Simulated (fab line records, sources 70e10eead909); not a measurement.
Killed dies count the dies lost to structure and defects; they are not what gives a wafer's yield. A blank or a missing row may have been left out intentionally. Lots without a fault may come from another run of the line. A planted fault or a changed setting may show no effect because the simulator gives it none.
Matching of chambers | flow nand-harc | cmp-04 running NHARC_A_M0_CMP_23: 4 sister chambers
The step polishes, t overpolish 20 s, target thk 113.75 nm. 4 wafers are shown with their chamber, then 7 later ones without.

WAFERS, EACH WITH ITS CHAMBER
wafer  | chamber | motor-current-A (A)
L077.2 | 2       | 11.8
L083.1 | 3       | 11.3
L085.3 | 0       | 10.7
L085.5 | 1       | 13.0

WAFERS WHOSE CHAMBER IS MISSING
wafer  | motor-current-A (A)
L085.6 | 12.0
L092.1 | 13.0
L092.3 | 11.2
L092.5 | 11.1
L097.1 | 11.3
L097.3 | 11.3
L097.4 | 12.8

WHICH CHAMBER EACH WENT THROUGH
wafer  | from the rows above     | in truth
L085.6 | 2                       | 2
L092.1 | 1                       | 1
L092.3 | 3                       | 3
L092.5 | can't be placed: 3 or 0 | 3
L097.1 | 3                       | 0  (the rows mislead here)
L097.3 | 3                       | 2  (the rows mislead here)
L097.4 | 1                       | 1
Placed correctly: 4 of 7. Unplaceable from these rows: 1, with the true chamber sitting among the candidates in 1. Wrongly placed: 2.
How it was worked out, from the rows above alone: a wafer's distance from a chamber is the root of the sum, over the readings, of the square of ((its reading less the chamber's mean) divided by the reading's scatter). The wafer belongs to the nearest chamber; if the next one is less than 2 further off, it can't be placed. For every chamber, the mean is computed from those of its wafers that are shown. The scatter (one wafer shown for each chamber): square how far every hidden wafer sits from the nearest shown wafer, average those squares and take the square root.
